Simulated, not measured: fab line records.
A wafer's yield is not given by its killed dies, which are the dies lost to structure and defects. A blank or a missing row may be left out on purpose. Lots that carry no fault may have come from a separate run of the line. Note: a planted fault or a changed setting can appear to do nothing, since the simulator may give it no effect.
Lot-split experiment || flow n5Finfet || 21 wafers read from 4 lots, route of 1938 steps

SPLIT DETAILS
At N5_BEOL_M11_COAT_22 (resist thk 90 nm), the setting spinRpm was moved away from the recipe's 1500 rpm on 6 of the 21 wafers read, by +8.0% to +11.2%. The other wafers ran this setting at the recipe's value.

FROM THE SPLIT TO THE READING: what the file shows between them, 2 steps
- N5_BEOL_M11_EXPOSE_25: exposes mask V10 (also split here: doseMj)
- N5_BEOL_M11_PEB_26: peb time 60 s

THE READING
CAR-ArF_of_BEOL_M11_COAT_22.thkNm (the simulator's own value, which no gauge read), in nm, at N5_BEOL_M11_DEVELOP_27 (develop time 30 s). There is no usual value for it anywhere in the file. Across the 15 wafers here that went through the recipe, the average is 88.3 nm and the standard deviation 0.21 nm.

{"wafer": "L077.1", "tool, chamber at the split": "lithoTrack-03, 0", "spinRpm as run, rpm": 1500, "against the recipe": "recipe", "CAR-ArF_of_BEOL_M11_COAT_22.thkNm, nm": 88.8, "against lot-mates on the recipe": "-"}
{"wafer": "L077.2", "tool, chamber at the split": "lithoTrack-03, 0", "spinRpm as run, rpm": 1668, "against the recipe": "+11.2%", "CAR-ArF_of_BEOL_M11_COAT_22.thkNm, nm": 83.6, "against lot-mates on the recipe": -5.0}
{"wafer": "L077.3", "tool, chamber at the split": "lithoTrack-03, 0", "spinRpm as run, rpm": 1668, "against the recipe": "+11.2%", "CAR-ArF_of_BEOL_M11_COAT_22.thkNm, nm": 83.8, "against lot-mates on the recipe": -4.8}
{"wafer": "L077.4", "tool, chamber at the split": "lithoTrack-03, 0", "spinRpm as run, rpm": 1500, "against the recipe": "recipe", "CAR-ArF_of_BEOL_M11_COAT_22.thkNm, nm": 88.4, "against lot-mates on the recipe": "-"}
{"wafer": "L077.5", "tool, chamber at the split": "lithoTrack-03, 0", "spinRpm as run, rpm": 1668, "against the recipe": "+11.2%", "CAR-ArF_of_BEOL_M11_COAT_22.thkNm, nm": 84, "against lot-mates on the recipe": -4.6}
{"wafer": "L077.6", "tool, chamber at the split": "lithoTrack-03, 0", "spinRpm as run, rpm": 1500, "against the recipe": "recipe", "CAR-ArF_of_BEOL_M11_COAT_22.thkNm, nm": 88.6, "against lot-mates on the recipe": "-"}
{"wafer": "L084.1", "tool, chamber at the split": "lithoTrack-02, 0", "spinRpm as run, rpm": 1500, "against the recipe": "recipe", "CAR-ArF_of_BEOL_M11_COAT_22.thkNm, nm": 88.2, "against lot-mates on the recipe": "-"}
{"wafer": "L084.3", "tool, chamber at the split": "lithoTrack-02, 0", "spinRpm as run, rpm": 1500, "against the recipe": "recipe", "CAR-ArF_of_BEOL_M11_COAT_22.thkNm, nm": 88.2, "against lot-mates on the recipe": "-"}
{"wafer": "L084.4", "tool, chamber at the split": "lithoTrack-02, 0", "spinRpm as run, rpm": 1500, "against the recipe": "recipe", "CAR-ArF_of_BEOL_M11_COAT_22.thkNm, nm": 88.2, "against lot-mates on the recipe": "-"}
{"wafer": "L084.5", "tool, chamber at the split": "lithoTrack-02, 0", "spinRpm as run, rpm": 1500, "against the recipe": "recipe", "CAR-ArF_of_BEOL_M11_COAT_22.thkNm, nm": 88.2, "against lot-mates on the recipe": "-"}
{"wafer": "L084.2", "tool, chamber at the split": "lithoTrack-02, 0", "spinRpm as run, rpm": 1500, "against the recipe": "recipe", "CAR-ArF_of_BEOL_M11_COAT_22.thkNm, nm": 88, "against lot-mates on the recipe": "-"}
{"wafer": "L084.6", "tool, chamber at the split": "lithoTrack-02, 0", "spinRpm as run, rpm": 1500, "against the recipe": "recipe", "CAR-ArF_of_BEOL_M11_COAT_22.thkNm, nm": 88, "against lot-mates on the recipe": "-"}
{"wafer": "L083.4", "tool, chamber at the split": "lithoTrack-03, 0", "spinRpm as run, rpm": 1500, "against the recipe": "recipe", "CAR-ArF_of_BEOL_M11_COAT_22.thkNm, nm": 88.4, "against lot-mates on the recipe": "-"}
{"wafer": "L083.5", "tool, chamber at the split": "lithoTrack-03, 0", "spinRpm as run, rpm": 1500, "against the recipe": "recipe", "CAR-ArF_of_BEOL_M11_COAT_22.thkNm, nm": 88.2, "against lot-mates on the recipe": "-"}
{"wafer": "L083.6", "tool, chamber at the split": "lithoTrack-03, 0", "spinRpm as run, rpm": 1500, "against the recipe": "recipe", "CAR-ArF_of_BEOL_M11_COAT_22.thkNm, nm": 88, "against lot-mates on the recipe": "-"}
{"wafer": "L089.1", "tool, chamber at the split": "lithoTrack-02, 0", "spinRpm as run, rpm": 1620, "against the recipe": "+8.0%", "CAR-ArF_of_BEOL_M11_COAT_22.thkNm, nm": 85, "against lot-mates on the recipe": -3.3}
{"wafer": "L089.2", "tool, chamber at the split": "lithoTrack-02, 0", "spinRpm as run, rpm": 1620, "against the recipe": "+8.0%", "CAR-ArF_of_BEOL_M11_COAT_22.thkNm, nm": 85, "against lot-mates on the recipe": -3.3}
{"wafer": "L089.3", "tool, chamber at the split": "lithoTrack-02, 0", "spinRpm as run, rpm": 1500, "against the recipe": "recipe", "CAR-ArF_of_BEOL_M11_COAT_22.thkNm, nm": 88.2, "against lot-mates on the recipe": "-"}
{"wafer": "L089.4", "tool, chamber at the split": "lithoTrack-02, 0", "spinRpm as run, rpm": 1500, "against the recipe": "recipe", "CAR-ArF_of_BEOL_M11_COAT_22.thkNm, nm": 88.2, "against lot-mates on the recipe": "-"}
{"wafer": "L089.5", "tool, chamber at the split": "lithoTrack-02, 0", "spinRpm as run, rpm": 1500, "against the recipe": "recipe", "CAR-ArF_of_BEOL_M11_COAT_22.thkNm, nm": 88.4, "against lot-mates on the recipe": "-"}
{"wafer": "L089.6", "tool, chamber at the split": "lithoTrack-02, 0", "spinRpm as run, rpm": 1620, "against the recipe": "+8.0%", "CAR-ArF_of_BEOL_M11_COAT_22.thkNm, nm": 85.2, "against lot-mates on the recipe": -3.1}

THE FIT
A straight line over all 21 wafers: CAR-ArF_of_BEOL_M11_COAT_22.thkNm changes by -0.399 nm for each +1% of spinRpm; r = -0.99; the points scatter about the line by 0.21 nm.
The same after taking each lot's own level away (the mean of its wafers on the recipe; 21 wafers): -0.42 nm for each +1%; r = -1.00; scatter 0.15 nm.
The reading moves by 4.7 nm for the largest change in spinRpm, on that fit.
Measured against the standard deviation above, the lots' own levels, which go from 88.13 to 88.60 nm, span 2.2 times it.
Hence the lot-to-lot level has little effect on the slope; both slopes agree.
Check: for one of the wafers moved furthest among these (+11.2%), held out of the fit, the line's prediction against its lot-mates is -4.61 nm. Against them it came out at -5 nm.

THE OTHER SPLITS THESE WAFERS WENT THROUGH
Before the reading, these wafers also passed through other splits. Each is held against what the fit with the lots' levels taken away leaves over:
{"other split on the same wafers": "N5_BEOL_M7_ETCH_61 sourceW", "wafers away from the commonest value": 9, "r with CAR-ArF_of_BEOL_M11_COAT_22.thkNm (lot level and that fit taken away)": -0.40}
{"other split on the same wafers": "N5_BEOL_M7_COAT_22 spinRpm", "wafers away from the commonest value": 6, "r with CAR-ArF_of_BEOL_M11_COAT_22.thkNm (lot level and that fit taken away)": -0.17}
{"other split on the same wafers": "N5_BEOL_M8_ILD_DEP_00 timeS", "wafers away from the commonest value": 9, "r with CAR-ArF_of_BEOL_M11_COAT_22.thkNm (lot level and that fit taken away)": "+0.09"}
{"other split on the same wafers": "N5_BEOL_M8_COAT_60 spinRpm", "wafers away from the commonest value": 9, "r with CAR-ArF_of_BEOL_M11_COAT_22.thkNm (lot level and that fit taken away)": "+0.19"}
{"other split on the same wafers": "N5_BEOL_M9_COAT_60 spinRpm", "wafers away from the commonest value": 9, "r with CAR-ArF_of_BEOL_M11_COAT_22.thkNm (lot level and that fit taken away)": "+0.04"}
{"other split on the same wafers": "N5_BEOL_M11_EXPOSE_25 doseMj", "wafers away from the commonest value": 9, "r with CAR-ArF_of_BEOL_M11_COAT_22.thkNm (lot level and that fit taken away)": -0.09}

THE WHOLE CHAIN: every reading that the file lists as answering this split, in the file's order
{"step": "N5_BEOL_M11_COAT_22", "what it does": "resist thk 90 nm", "reading": "CAR-ArF_of_BEOL_M11_COAT_22.thkNm (the simulator's own value, which no gauge read)", "change (the file's fit)": "-0.407 nm for each +1% of the setting", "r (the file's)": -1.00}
{"step": "N5_BEOL_M11_DEVELOP_27", "what it does": "develop time 30 s", "reading": "CAR-ArF_of_BEOL_M11_COAT_22.thkNm (the simulator's own value, which no gauge read)", "change (the file's fit)": "-0.419 nm for each +1% of the setting", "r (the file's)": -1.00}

THE FILE'S OWN FIT
CAR-ArF_of_BEOL_M11_COAT_22.thkNm changes by -0.419 nm for each +1% of spinRpm, r = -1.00.
